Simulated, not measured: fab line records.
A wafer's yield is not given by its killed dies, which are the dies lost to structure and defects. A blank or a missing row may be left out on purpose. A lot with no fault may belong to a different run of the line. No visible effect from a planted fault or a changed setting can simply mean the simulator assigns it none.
A struck lot beside a sound one | flow nand_harc | 15 steps out of a route of 1159
Sound: wafers L476.1, L476.3, L476.6. The struck wafers were L464.3, L464.5, L464.6. The cause comes at the end.
Order at every step that has rows: each side's tool, ch and its chambers, its first start. Under that, the readings that differ: sound wafers | struck wafers | difference of the means | sigmas: that difference in standard deviations of wafers without a fault.
alike: same words and numbers on both sides, and readings whose means sit less than 2 such deviations apart. not compared: any withheld reading, any reading some wafer has no value for, any bound like >300 that may hide the same value, and any number with overlapping values for which the record gives no deviation.
The two part at a step that has a row with sigmas, a row that says differs or no value, or rows on one side only. Non-overlapping numbers with no deviation appear without sigmas and do not part them. Lack of a reading on every wafer of one side parts them only where that side has two or more wafers.

first, 2 steps without rows for these wafers: NHARC_A_CONTACT_ETCH_111 (etches the open film in C4F8/O2/Ar, time 140 s, target depth 700 nm); NHARC_A_CONTACT_ETCH_112 (etches the open film in C4F8/O2/Ar, time 94 s, target depth 922 nm).
NHARC_A_CONTACT_ETCH_113: etches the open film in C4F8/O2/Ar, time 94 s, target depth 922 nm.
  sound on har_cap_etch-02 ch 1, day 21 04:28; struck on har_cap_etch-02 ch 0,1, day 18 05:28
  alike: chamber_pressure_mTorr, oes_air_line_au
  not compared: rf_hours_counter_h
then, 3 steps without rows for these wafers: NHARC_A_CONTACT_ETCH_114 (etches the open film in C4F8/O2/Ar, time 94 s, target depth 922 nm); NHARC_A_CONTACT_ETCH_115 (etches the open film in C4F8/O2/Ar, time 94 s, target depth 922 nm); NHARC_A_CONTACT_ETCH_116 (etches the open film in C4F8/O2/Ar, time 94 s, target depth 922 nm).
NHARC_A_CONTACT_ETCH_117: etches the open film in C4F8/O2/Ar, time 94 s, target depth 922 nm.
  sound on har_cap_etch-02 ch 1, day 21 04:49; struck on har_cap_etch-02 ch 0,1, day 18 05:50
  alike: chamber_pressure_mTorr, oes_air_line_au
  not compared: rf_hours_counter_h
NHARC_A_CONTACT_ETCH_118: etches the open film in C4F8/O2/Ar, time 94 s, target depth 922 nm.
  sound on har_cap_etch-02 ch 1, day 21 04:55; struck on har_cap_etch-02 ch 0,1, day 18 05:56
  alike: chamber_pressure_mTorr, oes_air_line_au
  not compared: rf_hours_counter_h
then, 1 step without rows for these wafers: NHARC_A_CONTACT_ETCH_119 (etches the open film in C4F8/O2/Ar, time 94 s, target depth 922 nm).
NHARC_A_CONTACT_ETCH_120: etches the open film in C4F8/O2/Ar, time 94 s, target depth 922 nm.
  sound on har_cap_etch-02 ch 1, day 21 05:05; struck on har_cap_etch-02 ch 0,1, day 18 06:07
  alike: chamber_pressure_mTorr, oes_air_line_au
  not compared: rf_hours_counter_h
NHARC_A_CONTACT_ETCH_121: etches the open film in C4F8/O2/Ar, time 94 s, target depth 922 nm.
  sound on har_cap_etch-02 ch 1, day 21 05:11; struck on har_cap_etch-02 ch 0,1, day 18 06:12
  alike: chamber_pressure_mTorr, oes_air_line_au
  not compared: rf_hours_counter_h
then, 1 step without rows for these wafers: NHARC_A_CONTACT_ETCH_122 (etches the open film in C4F8/O2/Ar, time 95 s, target depth 930 nm).
NHARC_A_CONTACT_ETCH_123: etches the open film in C4F8/O2/Ar, time 253 s, target depth 1090 nm.
  sound on har_cap_etch-02 ch 1, day 21 05:22; struck on har_cap_etch-02 ch 0,1, day 18 06:30
  no value came back on the struck wafers for chamber_pressure_mTorr (mTorr), oes_air_line_au (a.u.), time_s (s); on the sound wafers chamber_pressure_mTorr (mTorr) reads 20.003 19.987 20.005
  not compared: rf_hours_counter_h
then, 1 step without rows for these wafers: NHARC_A_CONTACT_ETCH_90 (etches the open film in CH3F/O2, target depth 40 nm, time 85.7 s).
-- the record jumps here: 3 days lie between the struck wafers' starts before and after (it left off in module A_CONTACT and takes up again in module END, whose first step shown is number 1159 of the route) --
NHARC_END_SORT_01:
  at this point the record logs the struck wafers (prober-01 ch 0, day 21 11:47) and has no rows for the sound ones

## WHERE THEY PART
Earliest at NHARC_A_CONTACT_ETCH_123; latest, in this record, at NHARC_END_SORT_01.

WHY: whatever the simulator had introduced
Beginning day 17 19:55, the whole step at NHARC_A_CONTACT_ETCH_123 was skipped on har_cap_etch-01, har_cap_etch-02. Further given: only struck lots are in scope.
